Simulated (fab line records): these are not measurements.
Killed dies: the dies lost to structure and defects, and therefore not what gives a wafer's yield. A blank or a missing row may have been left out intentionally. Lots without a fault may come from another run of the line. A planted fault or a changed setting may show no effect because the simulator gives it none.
Lot-split experiment :: flow n5Finfet :: 39 wafers read from 7 lots, route of 1938 steps

== SPLIT DETAILS ==
At N5_BEOL_M12_ETCH_68 (etches SOC in N2/H2, time 285 s), the setting targetDepthA was moved away from the recipe's 5700 angstrom on 18 of the 39 wafers read, by -54.9% to +56.4%. All remaining wafers had this setting at the recipe value.

Reading taken at the split's own step.

== THE READING ==
SiARC_of_BEOL_M12_COAT_66.thkNm (the simulator's own value, which no gauge read), in nm, at N5_BEOL_M12_ETCH_68 (etches SOC in N2/H2, time 285 s). No usual value for it is given in the file. Here, 21 wafers ran the recipe; their average is 85.8 nm with a standard deviation of 0.42 nm.

wafer: L074.1
tool, chamber at the split: rieDiel-05, 3
targetDepthA as run, angstrom: 5700
against the recipe: recipe
SiARC_of_BEOL_M12_COAT_66.thkNm, nm: 85.6
against lot-mates on the recipe: -

wafer: L074.2
tool, chamber at the split: rieDiel-05, 1
targetDepthA as run, angstrom: 5700
against the recipe: recipe
SiARC_of_BEOL_M12_COAT_66.thkNm, nm: 86.4
against lot-mates on the recipe: -

wafer: L074.3
tool, chamber at the split: rieDiel-05, 0
targetDepthA as run, angstrom: 5700
against the recipe: recipe
SiARC_of_BEOL_M12_COAT_66.thkNm, nm: 85.8
against lot-mates on the recipe: -

wafer: L074.4
tool, chamber at the split: rieDiel-05, 2
targetDepthA as run, angstrom: 2573
against the recipe: -54.9%
SiARC_of_BEOL_M12_COAT_66.thkNm, nm: 98.8
against lot-mates on the recipe: +12.9

wafer: L074.5
tool, chamber at the split: rieDiel-05, 1
targetDepthA as run, angstrom: 2573
against the recipe: -54.9%
SiARC_of_BEOL_M12_COAT_66.thkNm, nm: 99
against lot-mates on the recipe: +13.1

wafer: L074.6
tool, chamber at the split: rieDiel-05, 0
targetDepthA as run, angstrom: 2573
against the recipe: -54.9%
SiARC_of_BEOL_M12_COAT_66.thkNm, nm: 99.2
against lot-mates on the recipe: +13.3

wafer: L076.1
tool, chamber at the split: rieDiel-03, 2
targetDepthA as run, angstrom: 8913
against the recipe: +56.4%
SiARC_of_BEOL_M12_COAT_66.thkNm, nm: 73.2
against lot-mates on the recipe: -13.2

wafer: L076.2
tool, chamber at the split: rieDiel-03, 1
targetDepthA as run, angstrom: 5700
against the recipe: recipe
SiARC_of_BEOL_M12_COAT_66.thkNm, nm: 86
against lot-mates on the recipe: -

wafer: L076.3
tool, chamber at the split: rieDiel-03, 3
targetDepthA as run, angstrom: 8913
against the recipe: +56.4%
SiARC_of_BEOL_M12_COAT_66.thkNm, nm: 72.4
against lot-mates on the recipe: -14.0

wafer: L076.4
tool, chamber at the split: rieDiel-03, 2,1
targetDepthA as run, angstrom: 5700
against the recipe: recipe
SiARC_of_BEOL_M12_COAT_66.thkNm, nm: 86.6
against lot-mates on the recipe: -

wafer: L076.6
tool, chamber at the split: rieDiel-03, 2,1
targetDepthA as run, angstrom: 5700
against the recipe: recipe
SiARC_of_BEOL_M12_COAT_66.thkNm, nm: 86.6
against lot-mates on the recipe: -

wafer: L076.5
tool, chamber at the split: rieDiel-03, 3
targetDepthA as run, angstrom: 8913
against the recipe: +56.4%
SiARC_of_BEOL_M12_COAT_66.thkNm, nm: 73
against lot-mates on the recipe: -13.4

wafer: L081.2
tool, chamber at the split: rieDiel-03, 2
targetDepthA as run, angstrom: 5700
against the recipe: recipe
SiARC_of_BEOL_M12_COAT_66.thkNm, nm: 85.4
against lot-mates on the recipe: -

wafer: L081.4
tool, chamber at the split: rieDiel-03, 0
targetDepthA as run, angstrom: 5700
against the recipe: recipe
SiARC_of_BEOL_M12_COAT_66.thkNm, nm: 85.2
against lot-mates on the recipe: -

wafer: L081.6
tool, chamber at the split: rieDiel-03, 2
targetDepthA as run, angstrom: 5700
against the recipe: recipe
SiARC_of_BEOL_M12_COAT_66.thkNm, nm: 85.8
against lot-mates on the recipe: -

wafer: L084.1
tool, chamber at the split: rieDiel-05, 3
targetDepthA as run, angstrom: 5700
against the recipe: recipe
SiARC_of_BEOL_M12_COAT_66.thkNm, nm: 86.2
against lot-mates on the recipe: -

wafer: L084.2
tool, chamber at the split: rieDiel-05, 2
targetDepthA as run, angstrom: 8799
against the recipe: +54.4%
SiARC_of_BEOL_M12_COAT_66.thkNm, nm: 73
against lot-mates on the recipe: -13.0

wafer: L084.3
tool, chamber at the split: rieDiel-05, 1
targetDepthA as run, angstrom: 8799
against the recipe: +54.4%
SiARC_of_BEOL_M12_COAT_66.thkNm, nm: 74.6
against lot-mates on the recipe: -11.4

wafer: L084.4
tool, chamber at the split: rieDiel-05, 0
targetDepthA as run, angstrom: 5700
against the recipe: recipe
SiARC_of_BEOL_M12_COAT_66.thkNm, nm: 86
against lot-mates on the recipe: -

wafer: L084.5
tool, chamber at the split: rieDiel-05, 1
targetDepthA as run, angstrom: 8799
against the recipe: +54.4%
SiARC_of_BEOL_M12_COAT_66.thkNm, nm: 74.4
against lot-mates on the recipe: -11.6

wafer: L084.6
tool, chamber at the split: rieDiel-05, 2
targetDepthA as run, angstrom: 5700
against the recipe: recipe
SiARC_of_BEOL_M12_COAT_66.thkNm, nm: 85.8
against lot-mates on the recipe: -

wafer: L088.1
tool, chamber at the split: rieDiel-05, 3
targetDepthA as run, angstrom: 5700
against the recipe: recipe
SiARC_of_BEOL_M12_COAT_66.thkNm, nm: 86
against lot-mates on the recipe: -

wafer: L088.2
tool, chamber at the split: rieDiel-05, 2
targetDepthA as run, angstrom: 5700
against the recipe: recipe
SiARC_of_BEOL_M12_COAT_66.thkNm, nm: 85.8
against lot-mates on the recipe: -

wafer: L088.3
tool, chamber at the split: rieDiel-05, 0
targetDepthA as run, angstrom: 6626
against the recipe: +16.2%
SiARC_of_BEOL_M12_COAT_66.thkNm, nm: 81.8
against lot-mates on the recipe: -4.2

wafer: L088.4
tool, chamber at the split: rieDiel-05, 0
targetDepthA as run, angstrom: 6626
against the recipe: +16.2%
SiARC_of_BEOL_M12_COAT_66.thkNm, nm: 81.6
against lot-mates on the recipe: -4.4

wafer: L088.5
tool, chamber at the split: rieDiel-05, 3
targetDepthA as run, angstrom: 5700
against the recipe: recipe
SiARC_of_BEOL_M12_COAT_66.thkNm, nm: 86.2
against lot-mates on the recipe: -

wafer: L088.6
tool, chamber at the split: rieDiel-05, 2
targetDepthA as run, angstrom: 6626
against the recipe: +16.2%
SiARC_of_BEOL_M12_COAT_66.thkNm, nm: 82.2
against lot-mates on the recipe: -3.8

wafer: L093.1
tool, chamber at the split: rieDiel-06, 1,3
targetDepthA as run, angstrom: 5700
against the recipe: recipe
SiARC_of_BEOL_M12_COAT_66.thkNm, nm: 85.6
against lot-mates on the recipe: -

wafer: L093.5
tool, chamber at the split: rieDiel-06, 1,3
targetDepthA as run, angstrom: 5700
against the recipe: recipe
SiARC_of_BEOL_M12_COAT_66.thkNm, nm: 85.6
against lot-mates on the recipe: -

wafer: L093.2
tool, chamber at the split: rieDiel-06, 3
targetDepthA as run, angstrom: 5700
against the recipe: recipe
SiARC_of_BEOL_M12_COAT_66.thkNm, nm: 85.8
against lot-mates on the recipe: -

wafer: L093.3
tool, chamber at the split: rieDiel-06, 0
targetDepthA as run, angstrom: 4154
against the recipe: -27.1%
SiARC_of_BEOL_M12_COAT_66.thkNm, nm: 92.4
against lot-mates on the recipe: +6.7

wafer: L093.4
tool, chamber at the split: rieDiel-06, 2
targetDepthA as run, angstrom: 4154
against the recipe: -27.1%
SiARC_of_BEOL_M12_COAT_66.thkNm, nm: 92.2
against lot-mates on the recipe: +6.5

wafer: L093.6
tool, chamber at the split: rieDiel-06, 2
targetDepthA as run, angstrom: 4154
against the recipe: -27.1%
SiARC_of_BEOL_M12_COAT_66.thkNm, nm: 92
against lot-mates on the recipe: +6.3

wafer: L097.1
tool, chamber at the split: rieDiel-05, 0,2
targetDepthA as run, angstrom: 5700
against the recipe: recipe
SiARC_of_BEOL_M12_COAT_66.thkNm, nm: 85.4
against lot-mates on the recipe: -

wafer: L097.2
tool, chamber at the split: rieDiel-05, 0,2
targetDepthA as run, angstrom: 5700
against the recipe: recipe
SiARC_of_BEOL_M12_COAT_66.thkNm, nm: 85.4
against lot-mates on the recipe: -

wafer: L097.3
tool, chamber at the split: rieDiel-05, 3
targetDepthA as run, angstrom: 3492
against the recipe: -38.7%
SiARC_of_BEOL_M12_COAT_66.thkNm, nm: 94.8
against lot-mates on the recipe: +9.5

wafer: L097.5
tool, chamber at the split: rieDiel-05, 3
targetDepthA as run, angstrom: 3492
against the recipe: -38.7%
SiARC_of_BEOL_M12_COAT_66.thkNm, nm: 94.8
against lot-mates on the recipe: +9.5

wafer: L097.4
tool, chamber at the split: rieDiel-05, 1
targetDepthA as run, angstrom: 5700
against the recipe: recipe
SiARC_of_BEOL_M12_COAT_66.thkNm, nm: 85
against lot-mates on the recipe: -

wafer: L097.6
tool, chamber at the split: rieDiel-05, 2
targetDepthA as run, angstrom: 3492
against the recipe: -38.7%
SiARC_of_BEOL_M12_COAT_66.thkNm, nm: 94.6
against lot-mates on the recipe: +9.3
Rows listing several chambers each stand for several wafers; the file does not say which wafer went through which chamber.

THE FIT
A straight line over all 39 wafers: SiARC_of_BEOL_M12_COAT_66.thkNm changes by -0.23 nm for each +1% of targetDepthA; r = -1.00; the points scatter about the line by 0.47 nm.
The same after taking each lot's own level away (the mean of its wafers on the recipe; 39 wafers): -0.236 nm for each +1%; r = -1.00; scatter 0.4 nm.
On that fit, the largest move of targetDepthA shifts the reading by 13 nm.
Across the lots, their own levels run from 85.27 to 86.40 nm, a range of 2.7 times the standard deviation given above.
So the lot-to-lot level changes the slope little: the two slopes agree.
Check: with one of the wafers moved furthest among these (+56.4%) left out of the fit, the line predicts -13.2 nm for it against its lot-mates. It came out at -13.2 nm against them.

== ADDITIONAL SPLITS CARRIED BY THESE WAFERS ==
These wafers also went through other splits before the reading. Each is held against what the fit with the lots' levels taken away leaves over:
other split on the same wafers: N5_BEOL_M6_ALD_77 aldCycles
wafers away from the commonest value: 9
r with SiARC_of_BEOL_M12_COAT_66.thkNm (lot level and that fit taken away): +0.12

other split on the same wafers: N5_BEOL_M8_ALD_77 aldCycles
wafers away from the commonest value: 18
r with SiARC_of_BEOL_M12_COAT_66.thkNm (lot level and that fit taken away): +0.20

== FILE'S OWN FIT ==
SiARC_of_BEOL_M12_COAT_66.thkNm changes by -0.236 nm for each +1% of targetDepthA, r = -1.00.
